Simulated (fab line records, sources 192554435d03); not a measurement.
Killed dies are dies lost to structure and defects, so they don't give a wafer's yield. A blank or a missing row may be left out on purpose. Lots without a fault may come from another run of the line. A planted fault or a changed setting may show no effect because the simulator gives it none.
Chamber matching | flow n5_finfet | N5_BEOL_M0_CUTY_DESCUM_61 on rie_diel-06: 4 sister chambers
The step chemistry O2, time 7.9 s. 8 wafers are shown with their chamber, then 9 later ones without.

WAFERS WITH THEIR CHAMBER
wafer  | chamber | throttle_valve_pct (%) | oes_product_au (a.u.)
L079.4 | 1       | 20.7                   | 0.71
L080.2 | 1       | 20.8                   | 0.71
L082.4 | 2       | 20.3                   | 0.82
L083.5 | 0       | 20.0                   | 0.83
L083.6 | 3       | 20.9                   | 0.71
L084.1 | 2       | 20.3                   | 0.82
L084.3 | 3       | 20.9                   | 0.71
L084.5 | 0       | 20.0                   | 0.82

WAFERS WITHOUT THEIR CHAMBER
wafer  | throttle_valve_pct (%) | oes_product_au (a.u.)
L091.1 | 20.4                   | 0.81
L091.2 | 20.8                   | 0.69
L091.4 | 20.1                   | 0.83
L095.1 | 21.0                   | 0.69
L095.3 | 20.8                   | 0.68
L095.6 | 20.1                   | 0.81
L097.1 | 20.1                   | 0.81
L097.3 | 20.4                   | 0.80
L097.6 | 21.0                   | 0.69

WHICH CHAMBER EACH WENT THROUGH
wafer  | from the rows above     | in truth
L091.1 | 2                       | 2
L091.2 | can't be placed: 1 or 3 | 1
L091.4 | 0                       | 0
L095.1 | 3                       | 3
L095.3 | can't be placed: 1 or 3 | 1
L095.6 | can't be placed: 0 or 2 | 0
L097.1 | can't be placed: 0 or 2 | 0
L097.3 | 2                       | 2
L097.6 | 3                       | 3
Placed correctly: 5 of 9. Can't be placed from these rows: 4 (the true chamber is among the candidates in 4). Placed wrongly: 0.
How it was worked out, from the rows above alone: a wafer's distance from a chamber is the root of the sum, over the readings, of the square of ((its reading less the chamber's mean) divided by the reading's scatter). The wafer belongs to the nearest chamber; if the next one is less than 2 further off, it can't be placed. A chamber's mean is the mean of its shown wafers. The scatter: the root of (the sum of the squares of (reading less its chamber's mean) over the shown wafers, divided by (wafers less chambers)).
